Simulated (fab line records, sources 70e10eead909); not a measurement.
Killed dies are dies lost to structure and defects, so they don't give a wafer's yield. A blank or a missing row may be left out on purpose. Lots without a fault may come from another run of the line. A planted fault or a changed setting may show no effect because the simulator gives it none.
fab line records | flow nand_harc
record lots=24 wafers=72 last_day=32
route steps=1302 shown A_CHANNEL_FILL_D1@493 A_DECK1_JOINT@527 A_CHANNEL_HOLE_D2@584 A_CHANNEL_FILL_D2@616
lots that met no fault: from a run of the same line without faults
start_h: hours from the record's first day to the start of the lot's first wafer shown | wait_h: hours since the lot's step before | " the same as in the row above | L1.1+2: a row that stands for several wafers | - no value, or no start given | * or withheld: withheld | < > ~ a bound
route shown NAME@n: a module of which the file shows steps, and the number in the route of the first | usual: mean/standard deviation of fault-free wafers | same: alike in all rows | chamber/n: place in a boat | sites: the reading at each site | _std_site: their standard deviation | _edge_site: outer sites' mean less inner sites' | radius_mm: how far each site lies from the wafer's centre | mask NAME#n: copy n | behind: the tool/chamber that last shaped the wafer | hold: why the lot was held/for how many hours/how that ended | device: the transistor (n, p or np) that didn't switch | end of line: the same wafers' tests at the end of the route | a step without rows: its recipe alone | killed: dies lost to structure and defects at the first sort, not the wafer's yield | map: a wafer's dies, x killed, . not, _ none there
set.NAME: the setting as run; set.NAME@STEP: as run at that earlier step | model.NAME: the simulator's own value behind a step, which no gauge read
steps of the route over a sample of lots; a table a step, a row a wafer
services: from which hour (start_h, from the record's first day; less than 0 if before it) a tool's chamber was out of use, for how many hours, and why
## steps
# step NHARC_A_CHANNEL_FILL_D1_ALD_03
# recipe target_thk_a=60 pulse_time_s=60 ald_cycles=58 temp_c=630 pressure_torr=2 material=SiNx
# usual precursor_pulse_height_rel=0.998/0.019
# same pulse_time_s=60
# columns lot.wafer tool chamber start_h wait_h precursor_pulse_height_rel
L074.1 ald_sin_batch-01 0 - - 1.018
L074.2 " 0 " " 0.985
L074.6 " 0 " " 0.992
L075.1 ald_sin_batch-03 0 - - 0.987
L075.4 " 0 " " 1.006
L075.5 " 0 " " 0.990
L076.1 ald_sin_batch-03 0 - - 0.997
L076.4 " 0 " " 1.011
L076.5 " 0 " " 1.033
L077.2 ald_sin_batch-03 0 - - 0.996
L077.4 " 0 " " 0.965
L077.5 " 0 " " 0.997
L078.1 ald_sin_batch-01 0 - - 0.989
L078.2 " 0 " " 0.981
L078.6 " 0 " " 0.999
L079.2 ald_sin_batch-03 0 - - 1.014
L079.4 " 0 " " 0.987
L079.5 " 0 " " 1.004
L080.1 ald_sin_batch-01 0 - - 1.050
L080.2 " 0 " " 1.002
L080.6 " 0 " " 0.990
L081.1 ald_sin_batch-03 0 - - 1.010
L081.4 " 0 " " 0.984
L081.5 " 0 " " 1.008
L082.3 ald_sin_batch-03 0 - - 1.030
L082.4 " 0 " " 1.009
L082.5 " 0 " " 1.011
L083.3 ald_sin_batch-03 0 - - 1.007
L083.4 " 0 " " 0.995
L083.6 " 0 " " 0.971
L084.1 ald_sin_batch-03 0 - - 0.991
L084.4 " 0 " " 1.025
L084.5 " 0 " " 0.989
L085.2 ald_sin_batch-03 0 - - 1.008
L085.3 " 0 " " 1.025
L085.6 " 0 " " 0.991
L086.1 ald_sin_batch-03 0 - - 1.021
L086.3 " 0 " " 0.998
L086.4 " 0 " " 0.983
L087.1 ald_sin_batch-03 0 - - 1.000
L087.2 " 0 " " 0.984
L087.3 " 0 " " 0.998
L088.2 ald_sin_batch-02 0 - - 1.031
L088.5 " 0 " " 0.960
L088.6 " 0 " " 0.979
L089.2 ald_sin_batch-02 0 - - 0.974
L089.4 " 0 " " 1.016
L089.5 " 0 " " 0.974
L090.2 ald_sin_batch-01 0 - - 1.000
L090.4 " 0 " " 0.984
L090.5 " 0 " " 1.001
L091.2 ald_sin_batch-01 0 - - 1.023
L091.3 " 0 " " 0.994
L091.4 " 0 " " 1.032
L092.2 ald_sin_batch-03 0 - - 0.977
L092.4 " 0 " " 1.009
L092.6 " 0 " " 0.969
L093.1 ald_sin_batch-03 0 - - 0.974
L093.2 " 0 " " 0.999
L093.5 " 0 " " 0.997
L094.1 ald_sin_batch-03 0 - - 0.987
L094.2 " 0 " " 1.000
L094.3 " 0 " " 0.968
L095.1 ald_sin_batch-01 0 - - 1.015
L095.2 " 0 " " 0.987
L095.6 " 0 " " 1.032
L096.1 ald_sin_batch-02 0 - - 1.017
L096.4 " 0 " " 0.994
L096.6 " 0 " " 1.022
L097.1 ald_sin_batch-01 0 - - 0.988
L097.3 " 0 " " 0.985
L097.5 " 0 " " 0.994
# step NHARC_A_DECK1_JOINT_CMP_13
# recipe target_thk_nm=51.023
# usual motor_current_A=11.6/1.1 slurry_flow_ml_min=150.0/0.46 time_to_endpoint_s=9.0/2.5
# columns lot.wafer tool chamber start_h wait_h motor_current_A slurry_flow_ml_min time_to_endpoint_s
L074.2 cmp-04 3 239.28 0.4 11.7 150.8 6.9
L074.1 " 1 " " 11.4 149.4 14.4
L074.6 " 2 " " 13.9 149.7 10.6
L075.4 cmp-02 0 260.87 0.4 10.9 150.8 9.0
L075.1 " 1 " " 11.5 150.0 7.5
L075.5 " 1 " " 11.1 150.1 9.8
L076.4 cmp-03 2 260.89 0.4 12.2 150.7 9.1
L076.1 " 0 " " 12.4 150.4 10.4
L076.5 " 2 " " 12.1 150.5 7.5
L077.4 cmp-03 1 275.95 0.4 10.2 150.2 10.8
L077.2 " 3 " " 11.3 150.0 9.0
L077.5 " 0 " " 12.2 150.2 8.8
L078.2 cmp-02 1 286.88 0.4 11.0 150.1 8.0
L078.1 " 2 " " 13.3 150.8 5.5
L078.6 " 1 " " 12.0 150.4 7.0
L079.2 cmp-03 1 296.27 0.4 10.4 150.1 6.1
L079.4 " 0 " " 12.2 149.5 10.1
L079.5 " 1 " " 10.3 150.7 8.7
L080.2 cmp-03 1 308.19 0.4 10.2 150.6 7.7
L080.1 " 2 " " 11.9 150.6 11.2
L080.6 " 1 " " 9.8 150.5 9.5
L081.4 cmp-03 2 316.52 0.4 11.3 149.7 11.4
L081.1 " 3 " " 11.1 149.7 11.9
L081.5 " 2 " " 12.1 149.6 12.9
L082.4 cmp-02 1 329.33 0.4 12.0 149.7 10.0
L082.3 " 2 " " 13.1 149.0 11.4
L082.5 " 3 " " 10.0 150.1 6.9
L083.3 cmp-03 2 339.12 0.4 11.8 150.4 11.0
L083.4 " 3 " " 11.7 150.3 8.0
L083.6 " 2 " " 11.2 149.9 11.8
L084.1 cmp-02 1 358.45 0.4 11.9 150.5 7.7
L084.4 " 2 " " 11.9 149.3 8.1
L084.5 " 0 " " 10.5 149.8 5.0
L085.2 cmp-02 1 362.08 0.4 11.9 150.0 7.5
L085.3 " 2 " " 12.4 150.6 11.1
L085.6 " 0 " " 11.1 150.1 11.0
L086.1 cmp-04 0 367.97 0.4 12.2 150.3 8.1
L086.3 " 1 " " 12.7 150.1 11.9
L086.4 " 3 " " 10.8 149.6 1.8
L087.3 cmp-02 2 367.97 0.4 13.0 149.4 8.0
L087.1 " 3 " " 11.0 149.9 6.2
L087.2 " 0 " " 11.7 150.3 8.6
L089.4 cmp-04 3 394.94 0.4 10.9 150.9 2.0
L089.2 " 0 " " 12.8 150.6 8.9
L089.5 " 0 " " 12.4 150.1 9.2
L088.2 cmp-03 3 394.99 0.4 11.2 149.6 11.3
L088.6 " 1 " " 10.4 150.7 10.9
L088.5 " 2 " " 11.7 149.5 12.1
L090.2 cmp-03 2 410.11 0.4 12.2 150.8 11.6
L090.4 " 1 " " 10.2 150.3 7.3
L090.5 " 3 " " 11.2 149.8 8.0
L091.4 cmp-04 0 410.11 0.4 12.5 148.9 12.0
L091.3 " 1 " " 12.0 149.7 10.4
L091.2 " 3 " " 11.4 149.9 7.0
L092.4 cmp-03 1 427.20 0.4 10.0 151.3 11.7
L092.2 " 3 " " 11.6 149.9 10.8
L092.6 " 1 " " 10.5 149.7 9.9
L093.2 cmp-04 3 433.43 0.4 10.8 149.5 7.3
L093.1 " 0 " " 11.8 150.4 11.5
L093.5 " 1 " " 12.1 149.9 11.2
L094.2 cmp-02 0 446.34 0.4 11.3 150.2 10.4
L094.3 " 1 " " 11.8 149.9 7.4
L094.1 " 3 " " 9.9 150.0 5.9
L095.1 cmp-03 0 457.81 0.4 12.4 150.1 11.0
L095.2 " 2 " " 11.4 149.9 11.8
L095.6 " 0 " " 12.9 149.8 9.9
L096.4 cmp-02 1 466.30 0.4 11.4 149.9 11.8
L096.1 " 2 " " 13.3 150.0 8.9
L096.6 " 1 " " 11.5 149.9 12.2
L097.1 cmp-02 2 474.39 0.4 12.5 150.0 7.8
L097.3 " 3 " " 10.4 149.7 8.6
L097.5 " 3 " " 9.9 149.2 6.6
# step NHARC_A_CHANNEL_HOLE_D2_INSPECT_12
# usual raw_defect_count=27/21
# columns lot.wafer tool chamber start_h wait_h raw_defect_count
L074.1 defect_inspect-01 - 284.33 0.0 64
L074.2 " - " " 57
L074.6 " - " " 55
L075.1 defect_inspect-01 - 311.78 0.0 5
L075.4 " - " " 3
L075.5 " - " " 2
L076.1 defect_inspect-01 - 311.99 0.0 78
L076.4 " - " " 47
L076.5 " - " " 54
L077.2 defect_inspect-01 - 314.29 0.0 43
L077.4 " - " " 50
L077.5 " - " " 52
L078.1 defect_inspect-01 - 330.27 0.0 5
L078.2 " - " " 3
L078.6 " - " " 5
L079.2 defect_inspect-02 - 343.45 0.0 9
L079.4 " - " " 6
L079.5 " - " " 7
L080.1 defect_inspect-01 - 350.15 0.0 8
L080.2 " - " " 8
L080.6 " - " " 12
L081.1 defect_inspect-02 - 356.73 0.0 9
L081.4 " - " " 10
L081.5 " - " " 10
L082.3 defect_inspect-01 - 370.94 0.0 8
L082.4 " - " " 10
L082.5 " - " " 10
L083.3 defect_inspect-02 - 384.25 0.0 12
L083.4 " - " " 12
L083.6 " - " " 6
L084.1 defect_inspect-02 - 399.38 0.0 51
L084.4 " - " " 64
L084.5 " - " " 51
L085.2 defect_inspect-01 - 405.14 0.0 11
L085.3 " - " " 11
L085.6 " - " " 5
L086.1 defect_inspect-01 - 409.97 0.0 14
L086.3 " - " " 13
L086.4 " - " " 17
L087.1 defect_inspect-01 - 410.52 0.0 47
L087.2 " - " " 52
L087.3 " - " " 56
L089.2 defect_inspect-01 - 441.68 0.0 14
L089.4 " - " " 10
L089.5 " - " " 21
L088.2 defect_inspect-02 - 441.97 0.0 61
L088.5 " - " " 73
L088.6 " - " " 43
L090.2 defect_inspect-02 - 454.48 0.0 53
L090.4 " - " " 60
L090.5 " - " " 59
L091.2 defect_inspect-01 - 455.11 0.0 28
L091.3 " - " " 19
L091.4 " - " " 12
L092.2 defect_inspect-02 - 471.99 0.0 13
L092.4 " - " " 17
L092.6 " - " " 16
L093.1 defect_inspect-01 - 472.24 0.0 48
L093.2 " - " " 60
L093.5 " - " " 52
L094.1 defect_inspect-01 - 483.54 0.1 21
L094.2 " - " " 25
L094.3 " - " " 28
L095.1 defect_inspect-01 - 497.30 0.0 23
L095.2 " - " " 21
L095.6 " - " " 25
L096.1 defect_inspect-02 - 505.87 0.0 6
L096.4 " - " " 6
L096.6 " - " " 6
L097.1 defect_inspect-02 - 514.34 0.0 35
L097.3 " - " " 33
L097.5 " - " " 38
# step NHARC_A_CHANNEL_HOLE_D2_DESCUM_15
# recipe time_s=3 o2_flow_sccm=200 ar_flow_sccm=0 bias_power_w=0 chemistry=O2
# usual drypump_motor_current_A=5.8/0.44 mfc_ar_sccm=0.009/0.012 o2_flow_sccm=199.9/0.63 oes_product_au=1.007/0.013 rf_vpp_V=57.8/0.9 showerhead_plenum_p_Torr=1.94/0.088 throttle_valve_pct=11.311/0.0089
# same bias_power_w=0 time_s=3
# columns lot.wafer tool chamber start_h wait_h drypump_motor_current_A mfc_ar_sccm o2_flow_sccm oes_product_au rf_hours_counter_h rf_vpp_V showerhead_plenum_p_Torr throttle_valve_pct
L074.2 rie_diel-09 1 284.39 0.1 6.1 0 200.5 1.006 5.8 58.7 1.90 11.310
L074.1 " 2 " " 6.3 0 200.6 1.016 5.8 57.2 1.83 11.295
L074.6 " 2 " " 6.3 0 200.7 1.015 - 56.7 1.83 11.311
L075.4 rie_diel-01 2 311.84 0.1 5.3 0.003 198.9 0.996 6.4 56.6 1.99 11.321
L075.1 " 0 " " 5.5 0.005 201.1 1.027 6.5 57.1 1.84 11.302
L075.5 " 2 " " 5.4 0.003 199.2 1.002 - 58.1 1.99 11.313
L076.1 rie_diel-09 3 312.06 0.1 5.8 0.042 199.7 1.005 6.7 58.4 2.01 11.311
L076.4 " 2 " " 6.3 0 201.0 1.002 - 57.5 1.83 11.308
L076.5 " 1 " " 6.1 0 199.4 0.995 - 58.2 1.90 11.315
L077.4 rie_diel-01 2 314.37 0.1 5.3 0.003 199.6 0.998 7.2 58.2 1.99 11.315
L077.2 " 3 " " 6.0 0 199.9 1.006 8.5 56.1 1.80 11.302
L077.5 " 1 " " 5.7 0.012 200.7 1.012 - 58.0 2.02 11.310
L078.2 rie_diel-09 1 330.35 0.1 6.1 0 200.1 1.017 0 58.3 1.90 11.297
L078.1 " 2 " " 6.3 0 199.4 1.020 0 58.8 1.83 11.299
L078.6 " 3 " " 5.8 0.042 199.3 1.006 - 56.8 2.01 11.322
L079.2 rie_diel-05 3 343.52 0.1 6.3 0 200.0 1.014 3.7 58.0 2.02 11.329
L079.4 " 1 " " 6.3 0 200.8 1.020 3.4 58.6 1.93 11.314
L079.5 " 2 " " 6.3 0.020 200.2 1.013 - 59.1 2.05 11.299
L080.1 rie_diel-01 1 350.22 0.1 5.7 0.012 200.9 1.025 7.7 59.0 2.02 11.319
L080.2 " 0 " " 5.4 0.005 200.0 1.023 7.8 57.1 1.84 11.321
L080.6 " 2 " " 5.4 0.003 199.4 1.006 - 57.5 1.99 11.309
L081.4 rie_diel-01 0 356.80 0.1 5.5 0.005 199.8 1.023 8.8 56.7 1.84 11.325
L081.1 " 1 " " 5.7 0.012 199.1 1.031 9.2 56.6 2.02 11.309
L081.5 " 3 " " 6.0 0 200.4 1.004 - 56.9 1.80 11.305
L082.3 rie_diel-09 2 371.01 0.1 6.3 0 200.2 1.005 2.1 56.8 1.83 11.313
L082.4 " 0 " " 4.9 0.013 199.3 1.009 1.9 57.4 1.84 11.302
L082.5 " 2 " " 6.3 0 199.6 0.999 - 58.3 1.83 11.309
L083.4 rie_diel-05 3 384.31 0.1 6.3 0 201.6 1.014 6.0 57.7 2.02 11.319
L083.3 " 2 " " 6.3 0.020 199.7 1.010 5.5 59.5 2.04 11.318
L083.6 " 3 " " 6.3 0 200.0 1.019 - 59.4 2.02 11.323
L084.1 rie_diel-09 3 399.44 0.1 5.8 0.042 200.6 1.006 3.4 58.4 2.01 11.309
L084.4 " 2 " " 6.3 0 199.8 0.999 3.5 57.3 1.83 11.313
L084.5 " 3 " " 5.8 0.042 199.2 1.007 - 57.0 2.01 11.305
L085.2 rie_diel-05 2 405.20 0.1 6.3 0.020 199.4 1.015 6.2 58.7 2.05 11.302
L085.3 " 1 " " 6.3 0 199.9 1.028 5.9 58.3 1.93 11.319
L085.6 " 2 " " 6.3 0.020 199.3 1.018 - 59.2 2.04 11.294
L086.4 rie_diel-09 3 410.03 0.1 5.8 0.042 200.6 1.009 4.6 57.5 2.01 11.320
L086.3 " 0 " " 4.9 0.013 200.6 1.014 4.6 58.8 1.84 11.326
L086.1 " 1 " " 6.1 0 199.6 1.013 4.6 56.5 1.89 11.315
L087.2 rie_diel-01 1 410.69 0.2 5.7 0.012 199.7 1.010 1.7 57.0 2.02 11.314
L087.3 " 2 " " 5.4 0.003 200.6 0.980 1.4 58.0 1.99 11.297
L087.1 " 3 " " 6.0 0 199.3 1.017 1.8 56.6 1.80 11.330
L089.4 rie_diel-01 0 441.74 0.1 5.5 0.005 200.9 1.004 3.1 58.5 1.84 11.312
L089.2 " 1 " " 5.7 0.012 199.5 1.002 2.7 56.8 2.01 11.311
L089.5 " 0 " " 5.5 0.005 201.0 0.995 - 57.0 1.84 11.310
L088.2 rie_diel-05 2 442.05 0.1 6.3 0.020 199.6 1.026 0.3 58.7 2.04 11.297
L088.5 " 3 " " 6.3 0 200.6 1.012 - 58.0 2.02 11.306
L088.6 " 0 " " 5.1 0 198.9 0.985 - 58.2 2.02 11.320
L090.2 rie_diel-09 1 454.55 0.1 6.1 0 199.7 1.016 6.9 58.5 1.89 11.301
L090.4 " 3 " " 5.8 0.042 200.1 0.998 6.4 57.2 2.01 11.332
L090.5 " 0 " " 4.9 0.013 200.9 0.996 - 57.1 1.84 11.320
L091.4 rie_diel-05 3 455.18 0.1 6.3 0 199.8 1.010 1.8 56.6 2.02 11.319
L091.3 " 0 " " 5.1 0 200.1 0.987 1.8 57.7 2.02 11.328
L091.2 " 1 " " 6.3 0 199.2 1.015 1.4 57.6 1.93 11.314
L092.4 rie_diel-09 3 472.05 0.1 5.8 0.042 199.9 1.006 7.2 60.3 2.01 11.311
L092.2 " 2 " " 6.3 0 199.2 1.001 7.8 55.6 1.83 11.309
L092.6 " 3 " " 5.8 0.042 200.9 1.006 - 57.6 2.01 11.310
L093.2 rie_diel-01 2 472.32 0.1 5.3 0.003 199.7 0.982 4.3 57.6 1.99 11.317
L093.1 " 3 " " 6.0 0 199.1 1.020 4.9 57.9 1.80 11.295
L093.5 " 0 " " 5.5 0.005 199.5 1.013 - 57.6 1.84 11.316
L094.2 rie_diel-01 2 483.60 0.1 5.4 0.003 200.3 0.975 5.9 56.9 1.99 11.300
L094.1 " 0 " " 5.5 0.005 200.0 1.007 6.2 57.5 1.84 11.298
L094.3 " 1 " " 5.7 0.012 200.0 1.001 5.3 59.4 2.01 11.315
L095.2 rie_diel-01 2 497.37 0.1 5.4 0.003 199.9 0.976 6.8 57.8 1.99 11.294
L095.1 " 0 " " 5.5 0.005 199.3 0.992 6.8 57.5 1.84 11.313
L095.6 " 1 " " 5.7 0.012 199.0 0.995 - 58.1 2.01 11.310
L096.1 rie_diel-05 3 505.94 0.1 6.3 0 200.0 1.001 4.2 57.7 2.02 11.324
L096.4 " 1 " " 6.3 0 199.9 1.032 4.6 57.5 1.93 11.307
L096.6 " 2 " " 6.3 0.020 200.0 1.010 - 60.1 2.04 11.318
L097.1 rie_diel-01 2 514.41 0.1 5.3 0.003 200.5 0.985 7.6 58.9 1.99 11.312
L097.3 " 0 " " 5.5 0.005 199.4 1.002 7.6 59.1 1.84 11.326
L097.5 " 2 " " 5.3 0.003 200.1 0.986 - 57.9 1.99 11.314
# step NHARC_A_CHANNEL_FILL_D2_ALD_16
# recipe target_thk_a=15 pulse_time_s=10 ald_cycles=15 temp_c=300 material=SiO2
# usual heater_power_w=502/38 precursor_pulse_height_rel=0.998/0.02
# same pulse_time_s=10
# columns lot.wafer tool chamber start_h wait_h heater_power_w precursor_pulse_height_rel
L074.1 ald_hk-01 2 309.43 0.0 498 1.013
L074.2 " 3 " " 519 0.990
L074.6 " 2 " " 491 1.012
L075.1 ald_hk-03 2 333.16 0.2 478 1.037
L075.4 " 3 " " 584 0.975
L075.5 " 2 " " 488 0.997
L076.4 ald_hk-03 0 333.35 0.4 534 1.000
L076.1 " 1 " " 554 0.974
L076.5 " 3 " " 567 1.027
L077.2 ald_hk-03 2 338.13 0.1 486 1.009
L077.4 " 3 " " 569 1.019
L077.5 " 1 " " 565 1.013
L078.1 ald_hk-01 0 350.08 0.0 467 1.018
L078.2 " 1 " " 499 0.975
L078.6 " 0 " " 461 1.037
L079.2 ald_hk-02 0 363.44 0.1 435 0.994
L079.4 " 2 " " 551 1.016
L079.5 " 0 " " 448 1.016
L080.2 ald_hk-02 1 369.47 0.0 454 1.027
L080.1 " 0 " " 431 1.026
L080.6 " 1 " " 457 0.947
L081.1 ald_hk-01 3 377.61 0.1 499 1.026
L081.4 " 0 " " 461 0.987
L081.5 " 3 " " 511 0.977
L082.4 ald_hk-02 0 391.04 0.1 438 0.991
L082.3 " 2 " " 557 0.973
L082.5 " 0 " " 441 0.986
L083.3 ald_hk-03 0 407.70 0.1 541 1.007
L083.4 " 1 " " 519 0.964
L083.6 " 3 " " 546 0.991
L084.1 ald_hk-01 1 419.91 0.1 497 1.004
L084.4 " 2 " " 507 0.979
L084.5 " 3 " " 510 0.961
L085.2 ald_hk-01 1 427.10 0.2 491 0.998
L085.3 " 3 " " 513 1.026
L085.6 " 1 " " 486 0.988
L086.3 ald_hk-03 0 431.85 0.0 536 0.991
L086.4 " 1 " " 507 1.017
L086.1 " 3 " " 549 1.006
L087.1 ald_hk-02 0 431.88 0.1 447 0.997
L087.2 " 1 " " 449 0.975
L087.3 " 2 " " 557 1.007
L089.4 ald_hk-01 3 463.56 0.1 504 0.951
L089.2 " 0 " " 457 1.019
L089.5 " 3 " " 525 1.024
L088.2 ald_hk-03 3 463.58 0.1 561 0.996
L088.6 " 1 " " 518 1.005
L088.5 " 2 " " 490 1.001
L090.2 ald_hk-03 3 474.39 0.0 561 0.984
L090.4 " 2 " " 505 1.022
L090.5 " 3 " " 552 1.009
L091.3 ald_hk-02 3 477.35 0.0 458 1.038
L091.4 " 0 " " 444 1.013
L091.2 " 1 " " 452 1.006
L092.4 ald_hk-03 3 494.03 0.1 565 0.982
L092.2 " 1 " " 508 0.986
L092.6 " 2 " " 483 1.014
L093.2 ald_hk-03 1 498.52 0.0 505 1.027
L093.1 " 0 " " 533 1.010
L093.5 " 2 " " 489 1.004
L094.2 ald_hk-01 0 505.18 0.1 454 1.018
L094.3 " 1 " " 479 0.986
L094.1 " 2 " " 518 1.007
L095.1 ald_hk-03 2 517.21 0.1 492 0.976
L095.2 " 3 " " 567 1.012
L095.6 " 2 " " 495 0.973
L096.4 ald_hk-01 0 527.68 0.0 464 1.001
L096.1 " 1 " " 487 1.020
L096.6 " 1 " " 481 1.003
L097.3 ald_hk-01 1 533.70 0.0 493 0.967
L097.1 " 2 " " 504 0.965
L097.5 " 2 " " 514 1.006
# step NHARC_A_CHANNEL_FILL_D2_STRIP_28
# recipe time_s=20 o2_flow_sccm=500 ar_flow_sccm=0 bias_w=0 chemistry=O2
# usual drypump_motor_current_A=5.7/0.39 mfc_ar_sccm=0.010/0.012 o2_flow_sccm=500.0/1.6 oes_product_au=1.001/0.012 rf_vpp_V=58.0/0.83 showerhead_plenum_p_Torr=3.60/0.14 throttle_valve_pct=17.036/0.0083
# same time_s=20
# columns lot.wafer tool chamber start_h wait_h drypump_motor_current_A mfc_ar_sccm o2_flow_sccm oes_product_au rf_hours_counter_h rf_vpp_V showerhead_plenum_p_Torr throttle_valve_pct
L074.2 rie_diel-12 0 322.08 0.1 5.3 0 501.0 0.995 1 58.8 3.66 17.016
L074.1 " 1 " " 5.7 0.033 497.8 1.005 1 58.0 3.75 17.039
L074.6 " 1 " " 5.7 0.033 498.9 1.009 - 59.1 3.75 17.030
L076.1 rie_diel-12 2 346.99 0.1 5.0 0 499.9 1.021 2 57.9 3.65 17.031
L076.4 " 3 " " 5.7 0 500.5 1.006 2 58.5 3.67 17.035
L076.5 " 2 " " 5.0 0 499.8 1.029 - 58.2 3.65 17.047
L075.1 rie_diel-02 0 347.08 0.1 6.0 0 500.9 0.986 4 59.7 3.66 17.028
L075.4 " 1 " " 5.8 0.008 497.8 1.018 4 57.5 3.38 17.033
L075.5 " 2 " " 6.0 0.024 502.8 1.001 - 58.1 3.39 17.041
L077.2 rie_diel-02 3 353.18 0.1 6.1 0.026 501.7 1.001 4 57.4 3.73 17.038
L077.4 " 1 " " 5.8 0.008 500.3 1.015 4 58.3 3.38 17.031
L077.5 " 0 " " 6.0 0 498.2 0.984 - 58.0 3.66 17.035
L078.1 rie_diel-02 0 362.20 0.1 6.0 0 500.1 0.990 5 58.4 3.66 17.037
L078.2 " 1 " " 5.8 0.008 499.9 1.011 5 57.2 3.38 17.024
L078.6 " 3 " " 6.1 0.026 500.4 1.010 - 57.3 3.73 17.041
L079.4 rie_diel-02 0 377.36 0.1 6.0 0 502.5 0.992 5 58.3 3.66 17.040
L079.2 " 2 " " 6.0 0.024 501.6 0.999 5 56.6 3.39 17.024
L079.5 " 1 " " 5.8 0.008 499.7 1.016 - 57.3 3.38 17.031
L080.1 rie_diel-02 1 383.98 0.1 5.8 0.008 497.1 1.020 5 57.2 3.38 17.028
L080.2 " 2 " " 5.9 0.024 501.5 1.000 5 58.0 3.39 17.038
L080.6 " 3 " " 6.1 0.026 500.0 1.016 - 57.4 3.73 17.036
L081.1 rie_diel-12 1 389.77 0.1 5.7 0.033 498.6 1.007 3 58.6 3.75 17.030
L081.4 " 1 " " 5.7 0.033 501.0 0.996 - 58.1 3.75 17.037
L081.5 " 0 " " 5.3 0 498.5 0.991 - 57.9 3.65 17.043
L082.3 rie_diel-12 2 403.24 0.1 5.0 0 499.2 1.014 3 57.4 3.65 17.030
L082.4 " 1 " " 5.7 0.033 499.6 1.017 - 57.9 3.75 17.041
L082.5 " 2 " " 5.0 0 499.2 1.016 - 57.5 3.65 17.042
L083.3 rie_diel-02 1 419.77 0.1 5.8 0.008 498.6 1.010 0 58.0 3.38 17.035
L083.4 " 3 " " 6.1 0.026 497.2 0.994 0 58.5 3.73 17.051
L083.6 " 1 " " 5.8 0.008 500.7 1.024 - 58.3 3.38 17.041
L084.4 rie_diel-12 0 431.85 0.1 5.3 0 500.0 0.998 4 59.2 3.65 17.039
L084.1 " 2 " " 5.0 0 499.5 1.011 4 58.7 3.65 17.038
L084.5 " 3 " " 5.7 0 505.2 0.984 - 57.8 3.67 17.023
L085.3 rie_diel-02 2 439.11 0.1 6.0 0.024 500.1 1.006 1 57.0 3.39 17.045
L085.2 " 1 " " 5.8 0.008 498.8 1.020 1 59.2 3.38 17.062
L085.6 " 2 " " 5.9 0.024 500.0 1.001 - 58.9 3.39 17.039
L086.4 rie_diel-12 3 443.42 0.1 5.7 0 501.4 1.002 4 58.4 3.67 17.047
L086.3 " 0 " " 5.3 0 499.6 0.995 4 58.9 3.65 17.030
L086.1 " 1 " " 5.7 0.033 501.3 1.008 4 59.0 3.75 17.047
L087.2 rie_diel-04 1 443.42 0.1 5.5 0.018 498.0 0.994 14 57.1 3.56 17.047
L087.1 " 2 " " 6.4 0 497.9 1.001 11 56.4 3.41 17.041
L087.3 " 3 " " 5.0 0 498.6 0.980 13 57.5 3.31 17.028
L089.2 rie_diel-04 0 477.44 0.1 6.0 0.005 503.0 1.007 15 57.6 3.69 17.044
L089.4 " 3 " " 5.0 0 499.3 0.995 19 58.4 3.31 17.040
L089.5 " 0 " " 6.0 0.005 498.6 1.006 - 59.2 3.69 17.032
L088.2 rie_diel-12 1 477.45 0.1 5.7 0.033 499.5 1.013 1 57.9 3.75 17.031
L088.5 " 2 " " 5.0 0 500.5 1.009 - 57.5 3.65 17.035
L088.6 " 3 " " 5.7 0 499.3 1.000 - 58.0 3.67 17.029
L091.4 rie_diel-04 1 488.02 0.1 5.5 0.018 501.5 0.987 21 57.8 3.56 17.037
L091.3 " 2 " " 6.4 0 499.4 1.013 18 57.3 3.40 17.033
L091.2 " 3 " " 5.0 0 500.2 0.988 20 58.4 3.31 17.037
L090.4 rie_diel-02 2 488.02 0.1 6.0 0.024 500.7 1.011 2 55.9 3.39 17.043
L090.2 " 3 " " 6.1 0.026 502.0 1.007 2 58.0 3.73 17.049
L090.5 " 2 " " 6.0 0.024 498.5 1.014 - 57.5 3.39 17.033
L092.4 rie_diel-02 1 506.25 0.1 5.8 0.008 500.1 1.016 2 59.6 3.38 17.038
L092.2 " 0 " " 6.0 0 498.8 0.992 2 57.8 3.66 17.028
L092.6 " 2 " " 5.9 0.024 500.4 1.004 - 57.5 3.39 17.027
L093.2 rie_diel-12 2 510.59 0.1 5.0 0 500.7 1.000 2 57.5 3.65 17.046
L093.1 " 0 " " 5.3 0 500.9 0.991 2 58.0 3.65 17.050
L093.5 " 3 " " 5.7 0 499.6 0.994 - 58.3 3.67 17.034
L094.2 rie_diel-12 0 517.41 0.1 5.3 0 502.7 0.984 2 59.3 3.65 17.037
L094.1 " 1 " " 5.7 0.033 501.4 1.015 3 59.1 3.75 17.038
L094.3 " 2 " " 5.0 0 499.6 0.999 2 57.9 3.65 17.039
L095.1 rie_diel-12 3 529.27 0.1 5.7 0 500.1 1.002 3 57.9 3.67 17.047
L095.2 " 2 " " 5.0 0 501.2 1.007 2 58.7 3.65 17.037
L095.6 " 3 " " 5.7 0 498.7 1.003 - 57.7 3.67 17.024
L096.1 rie_diel-12 1 540.71 0.1 5.7 0.033 501.1 1.012 3 57.3 3.75 17.041
L096.4 " 0 " " 5.3 0 499.4 0.993 3 58.3 3.65 17.030
L096.6 " 1 " " 5.7 0.033 498.4 1.006 - 58.8 3.75 17.045
L097.1 rie_diel-04 0 545.98 0.1 6.0 0.005 499.7 1.009 1 58.6 3.69 17.030
L097.3 " 2 " " 6.3 0 502.3 0.977 1 57.5 3.40 17.036
L097.5 " 0 " " 6.0 0.005 501.1 1.001 - 57.7 3.69 17.031
## services
# columns tool chamber start_h hours kind
rie_diel-12 3 164.04 5.3 repair
cmp-03 - 168.97 4.0 pm
rie_diel-02 1 169.37 6.1 repair
cmp-03 - 177.48 0.8 repair
rie_diel-12 2 191.35 4.6 repair
rie_diel-12 1 191.55 3.9 repair
rie_diel-01 - 203.82 9.0 pm
ald_hk-03 - 212.68 10.0 pm
rie_diel-02 - 220.04 9.0 pm
cmp-02 - 226.57 3.5 repair
cmp-03 - 266.97 4.0 pm
rie_diel-12 - 268.40 9.0 pm
cmp-03 - 311.14 1.2 repair
ald_sin_batch-03 - 359.59 6.2 repair
cmp-03 - 364.97 4.0 pm
rie_diel-12 - 375.64 0.6 repair
rie_diel-01 - 380.82 9.0 pm
rie_diel-12 3 388.44 19.4 repair
ald_sin_batch-03 - 395.50 8.7 repair
cmp-03 - 429.94 1.6 repair
rie_diel-12 - 434.04 0.8 repair
rie_diel-12 - 445.40 9.0 pm
rie_diel-12 0 455.80 10.3 repair
cmp-03 - 463.09 4.0 pm
## key
fault none
